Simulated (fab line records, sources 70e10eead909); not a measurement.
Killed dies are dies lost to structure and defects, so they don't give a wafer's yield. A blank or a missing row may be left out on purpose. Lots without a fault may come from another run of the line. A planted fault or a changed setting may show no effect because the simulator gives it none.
fab line records | flow nand_harc
record lots=24 wafers=72 last_day=34
route steps=1302 shown P_GATE@122 P_CONTACT@234 P_M0@278 P_M1@311
lots that met no fault: from a run of the same line without faults
start_h: hours from the record's first day to the start of the lot's first wafer shown | wait_h: hours since the lot's step before | " the same as in the row above | L1.1+2: a row that stands for several wafers | - no value, or no start given | * or withheld: withheld | < > ~ a bound
route shown NAME@n: a module of which the file shows steps, and the number in the route of the first | usual: mean/standard deviation of fault-free wafers | same: alike in all rows | chamber/n: place in a boat | sites: the reading at each site | _std_site: their standard deviation | _edge_site: outer sites' mean less inner sites' | radius_mm: how far each site lies from the wafer's centre | mask NAME#n: copy n | behind: the tool/chamber that last shaped the wafer | hold: why the lot was held/for how many hours/how that ended | device: the transistor (n, p or np) that didn't switch | end of line: the same wafers' tests at the end of the route | a step without rows: its recipe alone | killed: dies lost to structure and defects at the first sort, not the wafer's yield | map: a wafer's dies, x killed, . not, _ none there
set.NAME: the setting as run; set.NAME@STEP: as run at that earlier step | model.NAME: the simulator's own value behind a step, which no gauge read
steps of the route over a sample of lots; a table a step, a row a wafer
services: from which hour (start_h, from the record's first day; less than 0 if before it) a tool's chamber was out of use, for how many hours, and why
## steps
# step NHARC_P_GATE_CD_MEAS_11
# recipe target_cd_nm=1640 landing_energy_ev=500
# usual cd_nm=1639.0/2.5
# columns lot.wafer tool chamber start_h wait_h cd_nm
L074.1 cd_sem-03 0 83.24 - 1637.9
L074.5 " 0 " " 1639.6
L074.6 " 0 " " 1638.5
L075.1 cd_sem-02 0 91.04 - 1639.6
L075.2 " 0 " " 1633.1
L075.6 " 0 " " 1637.7
L076.2 cd_sem-01 0 102.24 - 1637.5
L076.4 " 0 " " 1639.4
L076.5 " 0 " " 1642.7
L077.1 cd_sem-03 0 116.11 - 1637.8
L077.3 " 0 " " 1636.1
L077.6 " 0 " " 1635.5
L078.3 cd_sem-02 0 120.77 - 1642.0
L078.4 " 0 " " 1638.9
L078.6 " 0 " " 1639.4
L079.2 cd_sem-01 0 134.26 - 1636.8
L079.4 " 0 " " 1638.8
L079.6 " 0 " " 1639.3
L080.3 cd_sem-03 0 140.44 - 1641.2
L080.4 " 0 " " 1640.0
L080.5 " 0 " " 1643.9
L081.1 cd_sem-01 0 156.65 - 1639.6
L081.2 " 0 " " 1641.5
L081.6 " 0 " " 1641.6
L082.1 cd_sem-02 0 162.08 - 1637.8
L082.2 " 0 " " 1637.5
L082.6 " 0 " " 1639.1
L083.3 cd_sem-01 0 175.04 - 1638.8
L083.4 " 0 " " 1639.9
L083.5 " 0 " " 1637.4
L084.2 cd_sem-03 0 188.11 - 1643.1
L084.3 " 0 " " 1640.4
L084.5 " 0 " " 1641.5
L085.2 cd_sem-02 0 196.49 - 1643.5
L085.5 " 0 " " 1643.0
L085.6 " 0 " " 1640.8
L086.3 cd_sem-02 0 203.29 - 1638.2
L086.4 " 0 " " 1640.1
L086.5 " 0 " " 1640.4
L088.2 cd_sem-02 0 224.82 - 1636.0
L088.3 " 0 " " 1638.5
L088.5 " 0 " " 1634.9
L087.1 cd_sem-03 0 224.97 - 1636.7
L087.2 " 0 " " 1636.8
L087.5 " 0 " " 1638.7
L089.2 cd_sem-01 0 230.66 - 1640.5
L089.4 " 0 " " 1638.6
L089.6 " 0 " " 1637.1
L090.1 cd_sem-03 0 240.59 - 1639.0
L090.3 " 0 " " 1636.2
L090.6 " 0 " " 1638.0
L091.1 cd_sem-02 0 250.87 - 1641.0
L091.2 " 0 " " 1643.9
L091.5 " 0 " " 1639.7
L092.1 cd_sem-02 0 267.06 - 1640.4
L092.3 " 0 " " 1641.4
L092.6 " 0 " " 1639.5
L093.1 cd_sem-01 0 272.48 - 1637.3
L093.3 " 0 " " 1636.7
L093.6 " 0 " " 1639.3
L094.1 cd_sem-03 0 283.76 - 1636.2
L094.4 " 0 " " 1636.9
L094.5 " 0 " " 1632.9
L095.1 cd_sem-03 0 290.17 - 1633.4
L095.3 " 0 " " 1636.0
L095.6 " 0 " " 1634.7
L096.2 cd_sem-01 0 306.14 - 1642.4
L096.4 " 0 " " 1642.8
L096.6 " 0 " " 1642.4
L097.1 cd_sem-01 0 311.52 - 1637.5
L097.3 " 0 " " 1634.6
L097.5 " 0 " " 1638.5
# step NHARC_P_CONTACT_INSPECT_14
# usual raw_defect_count=4.2/2.4
# columns lot.wafer tool chamber start_h wait_h raw_defect_count
L074.1 defect_inspect-02 - 120.25 0.0 7
L074.5 " - " " 2
L074.6 " - " " 3
L075.1 defect_inspect-01 - 126.36 0.0 6
L075.2 " - " " 6
L075.6 " - " " 8
L076.2 defect_inspect-01 - 138.85 0.0 5
L076.4 " - " " 2
L076.5 " - " " 2
L077.1 defect_inspect-02 - 153.14 0.0 6
L077.3 " - " " 4
L077.6 " - " " 7
L078.3 defect_inspect-01 - 159.46 0.0 7
L078.4 " - " " 3
L078.6 " - " " 8
L079.2 defect_inspect-01 - 173.80 0.0 5
L079.4 " - " " 6
L079.6 " - " " 2
L080.3 defect_inspect-01 - 175.82 0.0 2
L080.4 " - " " 3
L080.5 " - " " 5
L081.1 defect_inspect-02 - 190.96 0.0 1
L081.2 " - " " 6
L081.6 " - " " 3
L082.1 defect_inspect-01 - 206.90 0.0 5
L082.2 " - " " 2
L082.6 " - " " 7
L083.3 defect_inspect-02 - 212.12 0.0 4
L083.4 " - " " 7
L083.5 " - " " 4
L084.2 defect_inspect-01 - 227.00 0.0 1
L084.3 " - " " 4
L084.5 " - " " 3
L085.2 defect_inspect-02 - 237.94 0.0 6
L085.5 " - " " 4
L085.6 " - " " 3
L086.3 defect_inspect-01 - 243.20 0.0 7
L086.4 " - " " 3
L086.5 " - " " 6
L088.2 defect_inspect-02 - 259.44 0.0 1
L088.3 " - " " 3
L088.5 " - " " 3
L087.1 defect_inspect-02 - 262.13 0.0 3
L087.2 " - " " 4
L087.5 " - " " 5
L089.2 defect_inspect-01 - 264.92 0.0 6
L089.4 " - " " 0
L089.6 " - " " 3
L090.1 defect_inspect-02 - 274.26 0.0 3
L090.3 " - " " 8
L090.6 " - " " 6
L091.1 defect_inspect-02 - 287.15 0.0 0
L091.2 " - " " 4
L091.5 " - " " 2
L092.1 defect_inspect-01 - 300.82 0.0 1
L092.3 " - " " 3
L092.6 " - " " 2
L093.1 defect_inspect-01 - 309.49 0.0 2
L093.3 " - " " 8
L093.6 " - " " 1
L094.1 defect_inspect-01 - 320.67 0.0 1
L094.4 " - " " 3
L094.5 " - " " 3
L095.1 defect_inspect-01 - 326.90 0.0 1
L095.3 " - " " 5
L095.6 " - " " 2
L096.2 defect_inspect-02 - 342.58 0.0 6
L096.4 " - " " 5
L096.6 " - " " 7
L097.1 defect_inspect-02 - 350.51 0.0 9
L097.3 " - " " 11
L097.5 " - " " 9
# step NHARC_P_M0_CMP_23
# recipe t_overpolish_s=20 target_thk_nm=117.54
# usual motor_current_A=12.4/1.4 time_to_endpoint_s=29.3/2.5
# columns lot.wafer tool chamber start_h wait_h motor_current_A time_to_endpoint_s
L074.1 cmp-02 1 126.85 - 15.2 29.1
L074.5 " 0 " " 11.8 31.2
L074.6 " 1 " " 14.3 30.9
L075.2 cmp-01 1 132.74 - 11.4 27.7
L075.1 " 2 " " 11.1 32.4
L075.6 " 0 " " 11.4 31.6
L076.4 cmp-02 2 145.17 - 14.9 27.0
L076.2 " 0 " " 12.6 30.2
L076.5 " 2 " " 13.5 29.2
L077.1 cmp-04 2 159.43 - 10.9 32.8
L077.3 " 0 " " 15.3 32.2
L077.6 " 3 " " 11.1 29.0
L078.4 cmp-01 0 165.77 - 11.1 28.7
L078.3 " 1 " " 11.4 23.7
L078.6 " 3 " " 13.2 29.1
L079.4 cmp-04 2 179.93 - 11.7 30.1
L079.2 " 3 " " 10.5 26.6
L079.6 " 1 " " 14.0 33.2
L080.3 cmp-02 1 182.04 - 14.6 28.7
L080.4 " 2 " " 14.1 28.5
L080.5 " 1 " " 14.3 28.6
L081.1 cmp-01 1 197.26 - 11.8 24.5
L081.2 " 3 " " 13.1 28.6
L081.6 " 1 " " 11.9 23.2
L082.2 cmp-04 3 213.53 - 11.7 29.3
L082.1 " 2 " " 10.2 27.6
L082.6 " 0 " " 15.1 33.1
L083.3 cmp-04 2 218.43 - 10.8 30.5
L083.4 " 0 " " 15.7 32.7
L083.5 " 2 " " 11.5 32.1
L084.2 cmp-04 2 233.19 - 10.8 30.5
L084.3 " 1 " " 14.0 31.3
L084.5 " 2 " " 11.1 27.1
L085.2 cmp-01 2 244.25 - 11.0 28.9
L085.5 " 2 " " 10.8 31.1
L085.6 " 3 " " 13.6 27.4
L086.3 cmp-01 1 249.68 - 10.8 23.9
L086.4 " 2 " " 10.9 30.1
L086.5 " 1 " " 11.3 25.2
L088.2 cmp-01 3 265.72 - 13.8 30.2
L088.3 " 1 " " 11.8 26.2
L088.5 " 3 " " 13.2 28.3
L087.1 cmp-01 0 268.65 - 11.4 32.5
L087.2 " 1 " " 11.5 25.1
L087.5 " 2 " " 12.1 31.6
L089.2 cmp-01 2 271.55 - 11.4 29.9
L089.4 " 3 " " 13.6 26.2
L089.6 " 0 " " 11.5 28.1
L090.3 cmp-01 2 280.66 - 11.3 32.9
L090.1 " 1 " " 11.7 28.7
L090.6 " 2 " " 11.6 33.1
L091.1 cmp-01 3 293.62 - 13.2 27.8
L091.2 " 1 " " 11.8 25.4
L091.5 " 2 " " 11.0 31.4
L092.1 cmp-01 1 307.14 - 11.6 27.0
L092.3 " 2 " " 10.8 30.8
L092.6 " 0 " " 11.2 28.7
L093.3 cmp-02 2 315.82 - 13.4 24.2
L093.1 " 3 " " 12.8 25.3
L093.6 " 1 " " 14.3 26.4
L094.4 cmp-04 0 326.92 - 14.8 30.7
L094.1 " 3 " " 11.3 27.0
L094.5 " 1 " " 13.8 27.0
L095.3 cmp-02 0 333.11 - 12.1 30.5
L095.1 " 2 " " 13.7 25.5
L095.6 " 0 " " 12.3 31.3
L096.4 cmp-01 2 348.86 - 11.0 30.9
L096.2 " 3 " " 13.4 28.6
L096.6 " 1 " " 11.8 23.6
L097.3 cmp-01 1 357.60 - 11.5 24.3
L097.1 " 2 " " 10.8 28.8
L097.5 " 0 " " 10.4 28.0
# step NHARC_P_M0_INSPECT_27
# usual raw_defect_count=335/130
# columns lot.wafer tool chamber start_h wait_h raw_defect_count
L074.1 defect_inspect-01 - 127.29 0.0 609
L074.5 " - " " 404
L074.6 " - " " 859
L075.1 defect_inspect-01 - 133.18 0.0 244
L075.2 " - " " 334
L075.6 " - " " 254
L076.2 defect_inspect-01 - 145.61 0.0 732
L076.4 " - " " 318
L076.5 " - " " 414
L077.1 defect_inspect-01 - 159.90 0.0 245
L077.3 " - " " 180
L077.6 " - " " 249
L078.3 defect_inspect-01 - 166.18 0.0 194
L078.4 " - " " 182
L078.6 " - " " 177
L079.2 defect_inspect-02 - 180.37 0.0 237
L079.4 " - " " 280
L079.6 " - " " 350
L080.3 defect_inspect-02 - 182.52 0.0 138
L080.4 " - " " 381
L080.5 " - " " 268
L081.1 defect_inspect-01 - 197.70 0.0 190
L081.2 " - " " 242
L081.6 " - " " 207
L082.1 defect_inspect-01 - 214.00 0.0 302
L082.2 " - " " 273
L082.6 " - " " 417
L083.3 defect_inspect-01 - 218.93 0.0 153
L083.4 " - " " 291
L083.5 " - " " 286
L084.2 defect_inspect-01 - 233.68 0.0 439
L084.3 " - " " 345
L084.5 " - " " 303
L085.2 defect_inspect-02 - 244.72 0.0 287
L085.5 " - " " 377
L085.6 " - " " 456
L086.3 defect_inspect-02 - 250.12 0.0 441
L086.4 " - " " 396
L086.5 " - " " 459
L088.2 defect_inspect-02 - 266.17 0.0 527
L088.3 " - " " 518
L088.5 " - " " 366
L087.1 defect_inspect-02 - 269.06 0.0 335
L087.2 " - " " 346
L087.5 " - " " 226
L089.2 defect_inspect-02 - 271.97 0.0 240
L089.4 " - " " 274
L089.6 " - " " 289
L090.1 defect_inspect-02 - 281.13 0.0 245
L090.3 " - " " 601
L090.6 " - " " 422
L091.1 defect_inspect-01 - 294.06 0.0 291
L091.2 " - " " 310
L091.5 " - " " 345
L092.1 defect_inspect-02 - 307.56 0.0 307
L092.3 " - " " 340
L092.6 " - " " 313
L093.1 defect_inspect-02 - 316.24 0.0 222
L093.3 " - " " 130
L093.6 " - " " 224
L094.1 defect_inspect-01 - 327.39 0.0 419
L094.4 " - " " 362
L094.5 " - " " 198
L095.1 defect_inspect-01 - 333.56 0.0 547
L095.3 " - " " 349
L095.6 " - " " 344
L096.2 defect_inspect-01 - 349.30 0.0 331
L096.4 " - " " 185
L096.6 " - " " 278
L097.1 defect_inspect-02 - 358.06 0.0 322
L097.3 " - " " 255
L097.5 " - " " 266
# step NHARC_P_M1_CMP_23
# recipe t_overpolish_s=20 target_thk_nm=157.82
# usual motor_current_A=12.2/1.6 time_to_endpoint_s=29/3.6
# columns lot.wafer tool chamber start_h wait_h motor_current_A time_to_endpoint_s
L074.1 cmp-02 3 131.04 - 13.4 29
L074.6 " 0 " " 12.5 32
L074.5 " 1 " " 14.3 27
L075.1 cmp-03 1 136.75 - 11.7 24
L075.2 " 0 " " 11.6 26
L075.6 " 1 " " 11.8 22
L076.4 cmp-04 2 149.17 - 11.5 31
L076.2 " 0 " " 14.4 30
L076.5 " 3 " " 11.1 27
L077.1 cmp-04 2 163.65 - 11.2 30
L077.3 " 3 " " 11.2 29
L077.6 " 1 " " 13.5 31
L078.4 cmp-02 0 169.79 - 12.1 32
L078.3 " 1 " " 13.9 27
L078.6 " 0 " " 11.9 33
L079.2 cmp-04 2 184.08 - 11.3 30
L079.4 " 0 " " 15.0 31
L079.6 " 1 " " 13.6 31
L080.4 cmp-03 1 186.41 - 11.0 24
L080.3 " 2 " " 9.7 32
L080.5 " 3 " " 11.8 25
L081.1 cmp-03 0 201.51 - 11.0 27
L081.2 " 1 " " 12.1 23
L081.6 " 2 " " 10.0 35
L082.2 cmp-04 3 217.74 - 10.8 31
L082.1 " 1 " " 13.4 31
L082.6 " 0 " " 14.4 35
L083.4 cmp-04 1 222.71 - 13.8 29
L083.3 " 2 " " 10.8 31
L083.5 " 0 " " 15.4 35
L084.2 cmp-04 1 237.49 - 14.0 31
L084.3 " 0 " " 15.2 36
L084.5 " 2 " " 11.9 29
L085.2 cmp-04 3 248.37 - 12.0 29
L085.5 " 3 " " 11.6 29
L085.6 " 0 " " 15.4 31
L086.4 cmp-04 3 253.82 - 10.9 24
L086.3 " 2 " " 11.5 27
L086.5 " 0 " " 15.5 32
L088.3 cmp-04 0 269.77 - 15.1 30
L088.2 " 2 " " 10.7 27
L088.5 " 3 " " 11.5 26
L087.2 cmp-04 2 272.64 - 10.7 28
L087.1 " 0 " " 14.7 33
L087.5 " 1 " " 13.9 30
L089.4 cmp-03 0 275.60 - 11.3 25
L089.2 " 3 " " 11.1 23
L089.6 " 1 " " 11.5 21
L090.3 cmp-03 3 284.88 - 11.8 23
L090.1 " 0 " " 10.9 27
L090.6 " 3 " " 11.5 24
L091.1 cmp-04 1 297.69 - 14.2 28
L091.2 " 3 " " 11.4 28
L091.5 " 2 " " 11.2 30
L092.3 cmp-03 3 311.39 - 11.1 26
L092.1 " 0 " " 11.2 25
L092.6 " 3 " " 10.8 24
L093.1 cmp-03 1 319.89 - 11.5 20
L093.3 " 3 " " 11.5 20
L093.6 " 1 " " 11.1 20
L094.1 cmp-02 0 331.11 - 12.4 32
L094.4 " 2 " " 13.5 27
L094.5 " 1 " " 13.6 27
L095.3 cmp-04 3 337.23 - 11.1 29
L095.1 " 1 " " 13.4 30
L095.6 " 3 " " 11.8 28
L096.2 cmp-03 3 353.10 - 11.1 24
L096.4 " 0 " " 11.2 26
L096.6 " 3 " " 12.1 24
L097.3 cmp-04 3 361.89 - 11.5 29
L097.1 " 0 " " 13.6 32
L097.5 " 3 " " 12.1 28
# step NHARC_P_M1_THK_MEAS_24
# recipe thk_meas_gauge=xrf
# usual thk_nm=157.6/2
# columns lot.wafer tool chamber start_h wait_h thk_nm
L074.1 film_metro-02 - 131.27 - 154.4
L074.5 " - " " 156.1
L074.6 " - " " 157.1
L075.1 film_metro-01 - 137.06 - 154.2
L075.2 " - " " 159.7
L075.6 " - " " 156.5
L076.2 film_metro-01 - 149.49 - 161.0
L076.4 " - " " 158.5
L076.5 " - " " 158.8
L077.1 film_metro-02 - 163.91 - 159.1
L077.3 " - " " 157.6
L077.6 " - " " 157.6
L078.3 film_metro-02 - 170.07 - 158.4
L078.4 " - " " 156.3
L078.6 " - " " 156.4
L079.2 film_metro-01 - 184.37 - 157.1
L079.4 " - " " 159.9
L079.6 " - " " 158.0
L080.3 film_metro-02 - 186.67 - 162.4
L080.4 " - " " 156.7
L080.5 " - " " 154.7
L081.1 film_metro-01 - 201.77 - 154.8
L081.2 " - " " 154.5
L081.6 " - " " 159.4
L082.1 film_metro-01 - 218.05 - 157.0
L082.2 " - " " 156.9
L082.6 " - " " 157.7
L083.3 film_metro-01 - 222.98 - 159.3
L083.4 " - " " 159.2
L083.5 " - " " 159.4
L084.2 film_metro-01 - 237.81 - 160.1
L084.3 " - " " 160.8
L084.5 " - " " 157.9
L085.2 film_metro-02 - 248.69 - 156.4
L085.5 " - " " 156.1
L085.6 " - " " 158.8
L086.3 film_metro-01 - 254.14 - 156.7
L086.4 " - " " 159.1
L086.5 " - " " 159.9
L088.2 film_metro-01 - 270.06 - 156.5
L088.3 " - " " 157.7
L088.5 " - " " 158.2
L087.1 film_metro-02 - 272.93 - 158.8
L087.2 " - " " 159.1
L087.5 " - " " 157.2
L089.2 film_metro-02 - 275.92 - 156.9
L089.4 " - " " 156.2
L089.6 " - " " 155.0
L090.1 film_metro-01 - 285.17 - 156.0
L090.3 " - " " 155.1
L090.6 " - " " 154.8
L091.1 film_metro-01 - 298.01 - 157.4
L091.2 " - " " 157.2
L091.5 " - " " 154.7
L092.1 film_metro-02 - 311.71 - 156.6
L092.3 " - " " 153.5
L092.6 " - " " 155.7
L093.1 film_metro-02 - 320.21 - 153.0
L093.3 " - " " 154.9
L093.6 " - " " 151.0
L094.1 film_metro-02 - 331.42 - 157.1
L094.4 " - " " 154.9
L094.5 " - " " 156.0
L095.1 film_metro-01 - 337.54 - 160.9
L095.3 " - " " 158.2
L095.6 " - " " 159.8
L096.2 film_metro-02 - 353.39 - 155.9
L096.4 " - " " 157.3
L096.6 " - " " 156.3
L097.1 film_metro-02 - 362.21 - 157.7
L097.3 " - " " 157.4
L097.5 " - " " 160.1
## services
# columns tool chamber start_h hours kind
cmp-04 - 111.00 4.0 pm
cmp-04 - 115.00 - consumable_replace:conditioner
cmp-04 - 115.00 - consumable_replace:pad
cmp-02 - 139.07 4.0 pm
cmp-01 - 141.27 4.0 pm
cmp-04 - 147.12 2.0 repair
cmp-02 - 154.29 0.5 repair
cmp-03 - 163.44 4.0 pm
cmp-04 - 209.00 4.0 pm
cmp-01 - 216.32 1.0 repair
cmp-01 - 221.07 0.8 repair
cmp-02 - 227.44 1.1 repair
cmp-02 - 237.07 4.0 pm
cmp-01 - 239.27 4.0 pm
cmp-01 - 257.13 5.9 repair
cmp-03 - 261.44 4.0 pm
cmp-04 - 270.01 2.3 repair
cmp-01 - 299.47 3.4 repair
cmp-04 - 307.08 4.0 pm
cmp-04 - 313.79 2.9 repair
cmp-03 - 320.66 1.3 repair
cmp-02 - 335.07 4.0 pm
cmp-01 - 337.27 4.0 pm
cmp-03 - 359.44 4.0 pm
## key
fault none
